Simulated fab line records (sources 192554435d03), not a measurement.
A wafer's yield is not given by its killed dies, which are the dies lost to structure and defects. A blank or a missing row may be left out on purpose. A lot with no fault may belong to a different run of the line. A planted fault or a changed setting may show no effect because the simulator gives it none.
fab line records    flow n5Finfet
record: lots: 10  wafers: 30  lastDay: 17
route steps=1938 shown BEOL_M4@1081 PASSIVATION@1936
lots with no fault: from the same line, run without faults
startH: the number of hours between the record's first day and the start of the first shown wafer of the lot    waitH: time in hours since the lot's previous step    " identical to the entry in the row above    L1.1+2: several wafers, shown together as one row    - no value, or no start was given    * or withheld: withheld    < > ~ a bound
route shown NAME@n: NAME is a module with steps in the file, n the number in the route of the first one    usual: average and standard deviation across the fault-free wafers    same: alike in all rows    chamber/n: place in a boat    sites: each site's reading    _std_site: standard deviation of those values    _edge_site: mean of outer sites minus mean of inner sites    radiusMm: for every site, how far away it sits from the centre of the wafer    mask NAME#n: copy n    behind: tool/chamber where the wafer was last shaped    hold: the reason the lot was held/the length of the hold in hours/how it ended    device: which transistor (n, p or np) failed to switch    end of line: tests run on the same wafers once the route is complete    a step given without rows: its recipe and nothing more    killed: dies lost to structure and defects at the first sort, not the wafer's yield    map: the dies of a wafer, with x for killed, . for not killed, _ for no die there
set.NAME: the setting as run; set.NAME@STEP: as run at that earlier step    model.NAME: the simulator's own value behind a step, which no gauge read
route steps across a sampled set of lots; one table per step, one row per wafer
services: from which hour (startH, from the record's first day; less than 0 if before it) a tool's chamber was out of use, for how many hours, and why
== steps ==
step: N5_BEOL_M4_ALD_84
recipe: material: TaN  targetThkA: *  tempC: 275  aldPrecursorFamily: PDMAT  aldCoReactant: NH3  pressureTorr: 3  carrierFlowSccm: 1500  pulseTimeS: 2  purgeTimeS: 3  coReactantPurgeTimeS: 2  coReactantPulseTimeS: 3  aldCycles: 30  precursorVesselTempC: 75  precursorVesselPressureTorr: 26.25  precursorVesselCarrierSccm: 1000
usual: heaterPowerW: 421/40
same: pulseTimeS: 2
lot.wafer  tool         chamber  startH  waitH  heaterPowerW
L589.3     aldMetal-01  3        166.00  0.0    464
L589.5     "            1        "       "      392
L589.6     "            0        "       "      405
L592.1     aldMetal-01  0        183.97  0.0    409
L592.3     "            3        "       "      455
L592.5     "            1        "       "      398
L591.2     aldMetal-04  0        184.02  0.3    410
L591.4     "            3        "       "      433
L591.5     "            1        "       "      389
L593.3     aldMetal-03  0        188.65  0.0    511
L593.4     "            2        "       "      415
L593.6     "            0        "       "      502
L595.1     aldMetal-03  0        209.35  0.0    503
L595.2     "            3        "       "      464
L595.5     "            2        "       "      412
L601.3     aldMetal-03  0        252.58  0.0    503
L601.5     "            0        "       "      502
L601.6     "            3        "       "      460
L599.3     aldMetal-04  2        256.19  0.0    367
L599.4     "            2        "       "      368
L599.6     "            0        "       "      405
L606.1     aldMetal-03  1        281.30  0.3    386
L606.2     "            3        "       "      468
L606.6     "            2        "       "      407
L607.1     aldMetal-01  0        284.59  0.0    407
L607.3     "            2        "       "      426
L607.6     "            1        "       "      404
L608.1     aldMetal-04  0        289.62  0.1    407
L608.3     "            2        "       "      356
L608.4     "            1        "       "      390
step: N5_BEOL_M4_ANNEAL_87
recipe: tempC: 400  timeS: 240  ambient: vacuum
usual: heaterPowerW: 838/93  susceptorTempC: 399.97/0.19
lot.wafer  tool           chamber  startH  waitH  heaterPowerW  susceptorTempC
L589.3     pvdSputter-01  -        167.42  0.0    951           400.30
L589.5     "              -        "       "      811           399.94
L589.6     "              -        "       "      931           400.22
L592.1     pvdSputter-03  -        185.36  0.0    696           400.24
L592.3     "              -        "       "      912           399.85
L592.5     "              -        "       "      961           399.57
L591.2     pvdSputter-02  -        186.97  0.0    880           399.71
L591.4     "              -        "       "      850           399.94
L591.5     "              -        "       "      854           400.10
L593.3     pvdSputter-01  -        191.06  0.0    932           399.83
L593.4     "              -        "       "      747           400.02
L593.6     "              -        "       "      915           400.19
L595.1     pvdSputter-01  -        210.74  0.0    712           400.08
L595.2     "              -        "       "      765           400.17
L595.5     "              -        "       "      750           399.80
L601.3     pvdSputter-03  -        254.06  0.0    987           400.04
L601.5     "              -        "       "      898           400.07
L601.6     "              -        "       "      959           400.12
L599.3     pvdSputter-01  -        257.43  0.0    776           399.93
L599.4     "              -        "       "      782           399.90
L599.6     "              -        "       "      701           400.49
L606.1     pvdSputter-01  -        282.60  0.0    924           400.08
L606.2     "              -        "       "      706           399.80
L606.6     "              -        "       "      762           399.85
L607.1     pvdSputter-03  -        287.38  0.0    971           400.17
L607.3     "              -        "       "      947           399.97
L607.6     "              -        "       "      689           400.11
L608.1     pvdSputter-01  -        291.12  0.0    753           399.69
L608.3     "              -        "       "      946           400.11
L608.4     "              -        "       "      792           400.14
step: N5_BEOL_M4_SPUTTER_92
recipe: material: Cu  targetThkA: 45  tempC: -20  chamberPressurePa: 0.07  powerW: withheld  timeS: 8.29
usual: throttleValvePct: 29.6/0.97
lot.wafer  tool           chamber  startH  waitH  throttleValvePct
L589.3     pvdSputter-01  -        168.00  0.1    29.6
L589.5     "              -        "       "      30.3
L589.6     "              -        "       "      29.7
L592.1     pvdSputter-03  -        185.94  0.1    29.6
L592.3     "              -        "       "      29.5
L592.5     "              -        "       "      32.0
L591.2     pvdSputter-02  -        187.55  0.1    27.8
L591.4     "              -        "       "      30.0
L591.5     "              -        "       "      29.9
L593.3     pvdSputter-01  -        191.64  0.1    29.6
L593.4     "              -        "       "      29.8
L593.6     "              -        "       "      29.5
L595.1     pvdSputter-01  -        211.32  0.1    28.4
L595.2     "              -        "       "      30.1
L595.5     "              -        "       "      30.0
L601.3     pvdSputter-03  -        254.64  0.1    32.0
L601.5     "              -        "       "      29.2
L601.6     "              -        "       "      29.3
L599.3     pvdSputter-01  -        258.01  0.1    30.1
L599.4     "              -        "       "      29.9
L599.6     "              -        "       "      28.5
L606.1     pvdSputter-01  -        283.18  0.1    29.7
L606.2     "              -        "       "      28.7
L606.6     "              -        "       "      30.3
L607.1     pvdSputter-03  -        287.96  0.1    29.6
L607.3     "              -        "       "      31.8
L607.6     "              -        "       "      29.7
L608.1     pvdSputter-01  -        291.70  0.1    30.0
L608.3     "              -        "       "      29.6
L608.4     "              -        "       "      30.2
step: N5_BEOL_M4_ANNEAL_93
recipe: tempC: 400  timeS: 240  ambient: vacuum
usual: heaterPowerW: 839/92  susceptorTempC: 400.00/0.2
lot.wafer  tool           chamber  startH  waitH  heaterPowerW  susceptorTempC
L589.3     pvdSputter-01  -        168.08  0.0    946           400.04
L589.5     "              -        "       "      776           400.03
L589.6     "              -        "       "      943           399.85
L592.1     pvdSputter-03  -        186.02  0.0    705           399.95
L592.3     "              -        "       "      889           400.01
L592.5     "              -        "       "      953           400.05
L591.2     pvdSputter-02  -        187.63  0.0    875           400.16
L591.4     "              -        "       "      858           399.68
L591.5     "              -        "       "      842           400.16
L593.3     pvdSputter-01  -        191.72  0.0    937           399.85
L593.4     "              -        "       "      793           399.81
L593.6     "              -        "       "      934           400.12
L595.1     pvdSputter-01  -        211.40  0.0    720           400.07
L595.2     "              -        "       "      759           400.12
L595.5     "              -        "       "      774           399.94
L601.3     pvdSputter-03  -        254.72  0.0    -             -
L601.5     "              -        "       "      -             -
L601.6     "              -        "       "      -             -
L599.3     pvdSputter-01  -        258.09  0.0    -             -
L599.4     "              -        "       "      -             -
L599.6     "              -        "       "      -             -
L606.1     pvdSputter-01  -        283.26  0.0    945           399.95
L606.2     "              -        "       "      703           399.60
L606.6     "              -        "       "      758           400.09
L607.1     pvdSputter-03  -        288.04  0.0    980           399.90
L607.3     "              -        "       "      942           399.80
L607.6     "              -        "       "      681           399.64
L608.1     pvdSputter-01  -        291.78  0.0    770           400.07
L608.3     "              -        "       "      928           400.11
L608.4     "              -        "       "      770           400.01
step: N5_BEOL_M4_RC_MEAS_101
usual: DIBL_N: 36.1/1.3  DIBL_P: 36.1/1.7  IOFF_N: 0.154/0.022  IOFF_P: 0.201/0.024  ION_N: 675/8.9  ION_P: 462/5.9  SS_N: 71.5/0.49  SS_P: 73.3/0.58  VT_N: 250.0/2.7  VT_P: -251.3/2.7
lot.wafer  tool       chamber  startH  waitH  DIBL_N[mV/V]  DIBL_P[mV/V]  IOFF_N[nA/um]  IOFF_P[nA/um]  ION_N[uA/um]  ION_P[uA/um]  SS_N[mV/dec]  SS_P[mV/dec]  VT_N[mV]  VT_P[mV]
L589.3     prober-02  0        170.07  0.3    34.0          33.8          0.133          0.171          662           449           71.7          72.9          250.9     -255.2
L589.5     "          0        "       "      33.7          33.7          0.128          0.170          672           464           71.9          73.1          254.0     -254.0
L589.6     "          0        "       "      33.8          33.5          0.129          0.167          662           456           71.2          72.6          252.7     -255.0
L592.1     prober-01  0        187.55  0.0    36.1          37.1          0.179          0.224          685           463           71.1          73.4          247.2     -246.5
L592.3     "          0        "       "      35.2          35.6          0.158          0.199          682           461           71.2          73.2          248.8     -250.6
L592.5     "          0        "       "      34.5          35.4          0.144          0.200          669           465           71.1          73.5          252.7     -250.5
L591.2     prober-02  0        189.27  0.2    37.6          37.2          0.164          0.216          681           468           71.6          73.5          250.3     -249.2
L591.4     "          0        "       "      38.4          38.5          0.181          0.235          684           468           72.1          73.9          248.3     -249.2
L591.5     "          0        "       "      35.2          34.9          0.134          0.184          681           466           71.5          73.4          252.3     -253.5
L593.3     prober-01  0        193.75  0.3    35.5          35.7          0.139          0.213          673           460           72.1          73.3          251.8     -249.5
L593.4     "          0        "       "      35.4          34.5          0.133          0.200          656           459           71.7          72.9          253.1     -248.3
L593.6     "          0        "       "      35.1          34.4          0.133          0.200          663           461           71.3          72.8          249.9     -248.9
L595.1     prober-02  0        212.89  0.0    36.1          34.8          0.155          0.202          669           464           71.9          72.5          250.6     -253.7
L595.2     "          0        "       "      35.3          33.5          0.148          0.184          682           462           72.0          72.7          249.2     -254.6
L595.5     "          0        "       "      35.4          33.9          0.141          0.189          674           465           71.2          73.1          253.0     -253.1
L601.3     prober-01  0        256.60  0.3    32.9          32.7          0.124          0.164          677           465           71.2          73.2          251.8     -253.6
L601.5     "          0        "       "      33.4          33.6          0.129          0.179          664           458           71.1          73.4          251.4     -254.2
L601.6     "          0        "       "      33.5          32.3          0.119          0.157          671           460           71.3          72.7          255.1     -254.7
L599.3     prober-02  0        259.86  0.3    36.7          37.2          0.167          0.223          682           467           71.5          73.8          245.8     -248.0
L599.4     "          0        "       "      34.8          33.9          0.126          0.174          671           460           70.7          72.4          251.2     -251.6
L599.6     "          0        "       "      35.8          36.8          0.159          0.221          686           473           71.5          73.1          247.0     -249.2
L606.1     prober-02  0        284.72  0.0    36.0          36.7          0.141          0.183          668           455           70.9          73.6          250.3     -252.3
L606.2     "          0        "       "      36.6          36.9          0.141          0.189          667           456           71.6          73.5          252.9     -256.0
L606.6     "          0        "       "      34.9          35.4          0.122          0.162          659           453           70.7          72.5          253.9     -256.0
L607.1     prober-01  0        289.51  0.0    35.4          35.5          0.150          0.197          676           465           71.8          72.6          249.4     -252.2
L607.3     "          0        "       "      34.2          33.2          0.120          0.163          666           456           71.3          72.9          252.3     -252.5
L607.6     "          0        "       "      36.5          36.5          0.167          0.208          680           468           72.3          73.0          248.5     -249.7
L608.1     prober-02  0        293.24  0.0    38.8          38.7          0.206          0.234          693           465           72.0          74.5          246.4     -251.8
L608.3     "          0        "       "      38.5          38.0          0.195          0.228          696           471           71.5          74.8          247.9     -251.2
L608.4     "          0        "       "      36.1          35.9          0.144          0.182          675           458           71.0          73.2          250.5     -255.0
step: N5_PASSIVATION_PROBE_49
usual: defectLimitedYield: 90.9/1.3  killed_at_M0_to_M3: 35/10  killed_at_M4_up: 15/5.7  killedAtContacts: 14/6.4  killedAtFrontEnd: 40/11  killedAtOther: 4/3.1  killedDies: 108/16  killedOnRim: 14/3.6  killedOpen: 71/11  killedShort: 34/7.7  sort_bin_5_function: 5.4/0.9  sort_bin_6_memory: 3.4/0.61  sortNPass: 1072/16  sortYieldPct: 90.9/1.3
same: grossDies: 1180  killedAtBackSide: 0  sort_bin_4_leakage[%]: 0  sort_bin_8_speed[%]: 0
lot.wafer  tool       chamber  startH  waitH  defectLimitedYield[%]  killed_at_M0_to_M3  killed_at_M4_up  killedAtContacts  killedAtFrontEnd  killedAtOther  killedDies  killedOnRim  killedOpen  killedShort  sort_bin_5_function[%]  sort_bin_6_memory[%]  sortNPass  sortYieldPct[%]
L589.3     prober-01  -        285.59  0.1    93.1                   26                  22               8                 23                2              81          11           62          18           4.3                     2.3                   1099       93.1
L589.5     prober-01  -        285.69  0.2    91.0                   30                  18               15                35                8              106         16           64          42           5.4                     3.3                   1074       91.0
L589.6     prober-01  -        285.74  0.3    92.5                   28                  25               14                22                0              89          14           64          24           4.2                     3.1                   1091       92.5
L591.2     prober-02  -        298.70  0.1    91.7                   33                  13               16                31                5              98          15           58          37           4.8                     3.1                   1082       91.7
L591.4     prober-02  -        298.80  0.2    91.4                   28                  24               10                29                10             101         15           62          36           5.1                     3.3                   1079       91.4
L591.5     prober-02  -        298.85  0.2    92.1                   29                  14               9                 34                7              93          11           59          29           4.3                     3.2                   1087       92.1
L592.1     prober-02  -        315.94  0.0    89.5                   45                  19               13                44                3              124         19           87          35           5.7                     4.6                   1056       89.5
L592.3     prober-02  -        316.04  0.1    93.1                   27                  9                9                 33                4              82          13           50          32           4.7                     2.3                   1098       93.1
L592.5     prober-02  -        316.14  0.2    91.4                   34                  14               10                39                4              101         17           72          28           5.1                     3.3                   1079       91.4
L595.1     prober-01  -        327.26  0.0    89.5                   64                  16               4                 40                0              124         16           83          41           5.8                     4.4                   1056       89.5
L595.2     prober-01  -        327.31  0.1    91.0                   39                  10               8                 47                2              106         17           66          35           6.1                     2.3                   1074       91.0
L595.5     prober-01  -        327.46  0.2    91.2                   47                  15               12                29                1              104         8            67          36           5.3                     3.2                   1076       91.2
L601.3     prober-01  -        364.26  0.1    90.2                   35                  10               13                51                7              116         12           78          37           5.6                     4.0                   1064       90.2
L601.5     prober-01  -        364.36  0.2    88.2                   62                  16               11                45                5              139         24           88          44           6.4                     4.2                   1041       88.2
L601.6     prober-01  -        364.41  0.3    91.7                   34                  9                8                 41                6              98          10           60          38           5.2                     2.9                   1082       91.7
L606.1     prober-02  -        390.04  0.0    90.1                   53                  16               12                32                4              117         14           71          41           5.2                     4.0                   1063       90.1
L606.2     prober-02  -        390.09  0.1    90.8                   43                  20               13                31                1              108         19           80          27           5.1                     3.6                   1072       90.8
L606.6     prober-02  -        390.29  0.3    87.9                   46                  22               30                43                2              143         16           96          45           8.0                     3.8                   1037       87.9
L608.1     prober-02  -        394.23  0.0    93.6                   16                  9                11                35                5              76          8            51          25           4.2                     2.0                   1104       93.6
L608.3     prober-02  -        394.33  0.1    90.1                   24                  19               19                46                9              117         15           67          46           5.5                     3.8                   1063       90.1
L608.4     prober-02  -        394.38  0.2    88.5                   29                  6                22                74                5              136         13           93          40           7.0                     3.7                   1044       88.5
killed by level:class
L589.3 BEOL_M4:geometricParticle:open=12 BEOL_M2:geometricParticle:short=8 FIN_SAQP:geometricParticle:open=7 MOL_CONTACT_COAG:geometricParticle:open=6 STARTING-WAFER:geometricParticle:open=5 BEOL_M0:geometricParticle:open=4 BEOL_M2:geometricParticle:open=4 BEOL_M3:geometricParticle:open=4
L589.5 MOL_CONTACT_COAG:geometricParticle:open=13 FIN_SAQP:geometricParticle:short=10 FIN_SAQP:geometricParticle:open=9 BEOL_M4:geometricParticle:open=8 STI_FIN_REVEAL:geometricParticle:open=5 BEOL_M1:geometricParticle:open=5 BEOL_M1:geometricParticle:short=5 BEOL_M2:geometricParticle:open=5
L589.6 BEOL_M4:geometricParticle:open=10 STI_FIN_REVEAL:geometricParticle:open=9 MOL_CONTACT_COAG:geometricParticle:open=9 BEOL_M1:geometricParticle:open=9 BEOL_M2:geometricParticle:open=7 MOL_CONTACT_COAG:geometricParticle:short=5 BEOL_M4:geometricParticle:short=5 STI_FIN_REVEAL:geometricParticle:short=4
L591.2 MOL_CONTACT_COAG:geometricParticle:open=10 FIN_SAQP:geometricParticle:open=8 BEOL_M0_SAQP:geometricParticle:short=8 BEOL_M3:geometricParticle:open=7 FIN_SAQP:geometricParticle:short=6 BEOL_M0_SAQP:geometricParticle:open=5 BEOL_M2:geometricParticle:open=5 BEOL_M5:geometricParticle:open=5
L591.4 BEOL_M4:geometricParticle:open=9 MOL_CONTACT_COAG:geometricParticle:open=8 BEOL_M3:geometricParticle:open=8 FIN_SAQP:geometricParticle:open=5 BEOL_M2:geometricParticle:open=5 FIN_SAQP:geometricParticle:short=4 ILD0:geometricParticle:short=4 GATE_CUT:geometricParticle:short=4
L591.5 FIN_SAQP:geometricParticle:open=9 BEOL_M0_SAQP:geometricParticle:open=9 BEOL_M3:geometricParticle:open=9 BEOL_M2:geometricParticle:open=8 MOL_CONTACT_COAG:geometricParticle:open=7 FIN_SAQP:geometricParticle:short=5 BEOL_M4:geometricParticle:open=5 STARTING-WAFER:geometricParticle:short=5
L592.1 FIN_SAQP:geometricParticle:open=14 BEOL_M0_SAQP:geometricParticle:short=14 BEOL_M0_SAQP:geometricParticle:open=12 MOL_CONTACT_COAG:geometricParticle:open=11 STI_FIN_REVEAL:geometricParticle:open=9 FIN_SAQP:geometricParticle:short=8 BEOL_M4:geometricParticle:open=8 BEOL_M2:geometricParticle:open=7
L592.3 BEOL_M0_SAQP:geometricParticle:short=10 MOL_CONTACT_COAG:geometricParticle:open=8 FIN_SAQP:geometricParticle:open=7 BEOL_M0_SAQP:geometricParticle:open=7 STI_FIN_REVEAL:geometricParticle:open=5 STARTING-WAFER:geometricParticle:short=5 FIN_SAQP:geometricParticle:short=4 BEOL_M3:geometricParticle:open=4
L592.5 BEOL_M0_SAQP:geometricParticle:open=14 FIN_SAQP:geometricParticle:open=11 MOL_CONTACT_COAG:geometricParticle:open=9 BEOL_M0_SAQP:geometricParticle:short=9 BEOL_M1:geometricParticle:open=9 FIN_SAQP:geometricParticle:short=6 STI_FIN_REVEAL:geometricParticle:open=5 BEOL_M4:geometricParticle:open=5
L595.1 BEOL_M0_SAQP:geometricParticle:short=16 BEOL_M0_SAQP:geometricParticle:open=15 BEOL_M2:geometricParticle:open=14 BEOL_M3:geometricParticle:open=9 BEOL_M4:geometricParticle:open=8 FIN_SAQP:geometricParticle:open=6 GATE_CUT:geometricParticle:open=6 GATE_CUT:geometricParticle:short=6
L595.2 BEOL_M0_SAQP:geometricParticle:short=14 DUMMY_GATE:geometricParticle:open=9 BEOL_M4:geometricParticle:open=9 BEOL_M0_SAQP:geometricParticle:open=9 STI_FIN_REVEAL:geometricParticle:open=8 MOL_CONTACT_COAG:geometricParticle:open=7 BEOL_M3:geometricParticle:open=6 STI_FIN_REVEAL:geometricParticle:short=5
L595.5 BEOL_M0_SAQP:geometricParticle:short=11 BEOL_M2:geometricParticle:open=11 BEOL_M4:geometricParticle:open=8 BEOL_M0_SAQP:geometricParticle:open=8 MOL_CONTACT_COAG:geometricParticle:open=6 MOL_CONTACT_COAG:geometricParticle:short=6 BEOL_M1:geometricParticle:open=6 FIN_SAQP:geometricParticle:short=5
L601.3 FIN_SAQP:geometricParticle:open=17 MOL_CONTACT_COAG:geometricParticle:open=12 FIN_SAQP:geometricParticle:short=11 BEOL_M0_SAQP:geometricParticle:open=9 BEOL_M2:geometricParticle:open=9 BEOL_M0_SAQP:geometricParticle:short=6 STARTING-WAFER:geometricParticle:open=5 DUMMY_GATE:geometricParticle:open=5
L601.5 FIN_SAQP:geometricParticle:open=14 BEOL_M0_SAQP:geometricParticle:short=14 BEOL_M0_SAQP:geometricParticle:open=13 BEOL_M3:geometricParticle:open=12 BEOL_M4:geometricParticle:open=11 BEOL_M2:geometricParticle:open=10 MOL_CONTACT_COAG:geometricParticle:open=8 HKMG_FIN:areaEtch=7
L601.6 BEOL_M3:geometricParticle:open=13 FIN_SAQP:geometricParticle:short=9 BEOL_M0_SAQP:geometricParticle:short=8 FIN_SAQP:geometricParticle:open=6 STI_FIN_REVEAL:geometricParticle:open=6 MOL_CONTACT_COAG:geometricParticle:open=6 DUMMY_GATE:geometricParticle:open=4 SPACER0:geometricParticle:short=3
L606.1 BEOL_M0_SAQP:geometricParticle:short=12 MOL_CONTACT_COAG:geometricParticle:open=10 BEOL_M3:geometricParticle:open=9 BEOL_M0_SAQP:geometricParticle:open=9 BEOL_M1:geometricParticle:open=9 BEOL_M2:geometricParticle:open=7 BEOL_M4:geometricParticle:open=7 GATE_CUT:geometricParticle:short=5
L606.2 BEOL_M4:geometricParticle:open=14 BEOL_M1:geometricParticle:open=11 MOL_CONTACT_COAG:geometricParticle:open=10 BEOL_M2:geometricParticle:open=7 BEOL_M3:geometricParticle:open=7 FIN_SAQP:geometricParticle:open=6 BEOL_M0_SAQP:geometricParticle:short=6 BEOL_M1:geometricParticle:short=6
L606.6 MOL_CONTACT_COAG:geometricParticle:open=19 BEOL_M0_SAQP:geometricParticle:open=14 BEOL_M1:geometricParticle:open=13 FIN_SAQP:geometricParticle:open=12 MOL_CONTACT_COAG:geometricParticle:short=11 STI_FIN_REVEAL:geometricParticle:open=7 BEOL_M0_SAQP:geometricParticle:short=7 FIN_SAQP:geometricParticle:short=6
L608.1 STI_FIN_REVEAL:geometricParticle:open=9 MOL_CONTACT_COAG:geometricParticle:open=8 FIN_SAQP:geometricParticle:open=5 FIN_SAQP:geometricParticle:short=5 BEOL_M0:geometricParticle:open=5 DUMMY_GATE:geometricParticle:open=3 MOL_CONTACT_COAG:geometricParticle:short=3 BEOL_M1:geometricParticle:open=3
L608.3 MOL_CONTACT_COAG:geometricParticle:open=15 FIN_SAQP:geometricParticle:short=14 STI_FIN_REVEAL:geometricParticle:open=6 BEOL_M5:geometricParticle:open=6 BEOL_M6:geometricParticle:open=5 DUMMY_GATE:geometricParticle:open=4 GATE_CUT:geometricParticle:short=4 BEOL_M2:geometricParticle:short=4
L608.4 MOL_CONTACT_COAG:geometricParticle:open=20 FIN_SAQP:geometricParticle:open=16 FIN_SAQP:geometricParticle:short=14 DUMMY_GATE:geometricParticle:open=12 BEOL_M3:geometricParticle:open=8 STI_FIN_REVEAL:geometricParticle:open=7 GATE_CUT:geometricParticle:open=6 BEOL_M0_SAQP:geometricParticle:short=4
== services ==
tool           chamber  startH  hours  kind
aldMetal-03    2        153.72  2.4    repair
aldMetal-01    -        168.85  0.6    repair
pvdSputter-02  -        174.26  5.0    repair
aldMetal-01    2        178.30  7.8    repair
aldMetal-04    2        180.31  24.7   repair
aldMetal-01    -        226.76  1.6    repair
aldMetal-04    0        231.02  17.6   repair
aldMetal-04    3        252.16  58.9   repair
aldMetal-04    2        260.18  11.0   repair
aldMetal-03    1        268.49  1.4    repair
== key ==
firstSign: step: N5_BEOL_M4_ANNEAL_93  reading: toolRecord  direction: missing
effect none on later readings
metAt N5_BEOL_M4_ANNEAL_93
struckLots L599,L601
notActingAt N5_BEOL_M4_ALD_84,N5_BEOL_M4_ANNEAL_87,N5_BEOL_M4_SPUTTER_92
onsetBetween 211.40 254.72
fault: kind: skippedStepWhole  tool: pvdSputter-01,pvdSputter-03  chamber: -  onsetH: 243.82  steps: N5_BEOL_M4_ANNEAL_93  scope: struckLotsOnly
